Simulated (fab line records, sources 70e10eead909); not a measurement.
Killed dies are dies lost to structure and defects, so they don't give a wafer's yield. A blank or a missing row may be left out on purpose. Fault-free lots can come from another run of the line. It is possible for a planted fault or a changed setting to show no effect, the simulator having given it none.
Matching of chambers :: flow nandHarc :: NHARC_P_M1_PRE_CLEAN_32 on pecvd-01: 3 sister chambers
The step time 12 s. 18 wafers are shown with their chamber, then 9 later ones without.

WAFERS WITH THEIR CHAMBER
wafer: L074.2
chamber: 0
heaterPowerW (W): 472

wafer: L074.3
chamber: 2
heaterPowerW (W): 611

wafer: L074.4
chamber: 0
heaterPowerW (W): 468

wafer: L081.1
chamber: 2
heaterPowerW (W): 544

wafer: L081.2
chamber: 1
heaterPowerW (W): 779

wafer: L081.5
chamber: 2
heaterPowerW (W): 533

wafer: L083.2
chamber: 0
heaterPowerW (W): 466

wafer: L083.3
chamber: 2
heaterPowerW (W): 555

wafer: L083.6
chamber: 1
heaterPowerW (W): 749

wafer: L089.2
chamber: 0
heaterPowerW (W): 464

wafer: L089.4
chamber: 1
heaterPowerW (W): 909

wafer: L089.5
chamber: 0
heaterPowerW (W): 470

wafer: L090.1
chamber: 1
heaterPowerW (W): 893

wafer: L090.4
chamber: 0
heaterPowerW (W): 468

wafer: L090.5
chamber: 1
heaterPowerW (W): 887

wafer: L092.2
chamber: 2
heaterPowerW (W): 598

wafer: L092.4
chamber: 2
heaterPowerW (W): 618

wafer: L092.6
chamber: 1
heaterPowerW (W): 763

SIGNATURES (averages over the wafers above)
reading: heaterPowerW
chamber 0: 468.00
chamber 1: 830.00
chamber 2: 576.50
scatter within a chamber: 47.6
Rule: a wafer lies at a distance from a chamber equal to the root of the sum of squares, over the readings, of (its reading less the chamber's mean, divided by the reading's scatter). If the next closest chamber is less than 2 further off than the closest, the wafer can't be placed; otherwise it belongs to the closest. The scatter: the root of (the sum of the squares of (reading less its chamber's mean) over the shown wafers, divided by (wafers less chambers)).

WAFERS WHOSE CHAMBER IS MISSING
wafer: L092.1
heaterPowerW (W): 517

wafer: L092.3
heaterPowerW (W): 752

wafer: L092.5
heaterPowerW (W): 509

wafer: L097.1
heaterPowerW (W): 491

wafer: L097.2
heaterPowerW (W): 872

wafer: L097.6
heaterPowerW (W): 860

wafer: L097.3
heaterPowerW (W): 572

wafer: L097.4
heaterPowerW (W): 599

wafer: L097.5
heaterPowerW (W): 499

THE CHAMBER EACH PASSED THROUGH
wafer: L092.1
from the rows above: can't be placed: 0 or 2
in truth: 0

wafer: L092.3
from the rows above: 1
in truth: 1

wafer: L092.5
from the rows above: can't be placed: 0 or 2
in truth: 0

wafer: L097.1
from the rows above: can't be placed: 0 or 2
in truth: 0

wafer: L097.2
from the rows above: 1
in truth: 1

wafer: L097.6
from the rows above: 1
in truth: 1

wafer: L097.3
from the rows above: 2
in truth: 2

wafer: L097.4
from the rows above: 2
in truth: 2

wafer: L097.5
from the rows above: can't be placed: 0 or 2
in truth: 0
Correctly placed: 5 of 9. Can't be placed from these rows: 4 (the true chamber is among the candidates in 4). Number placed wrongly: 0.
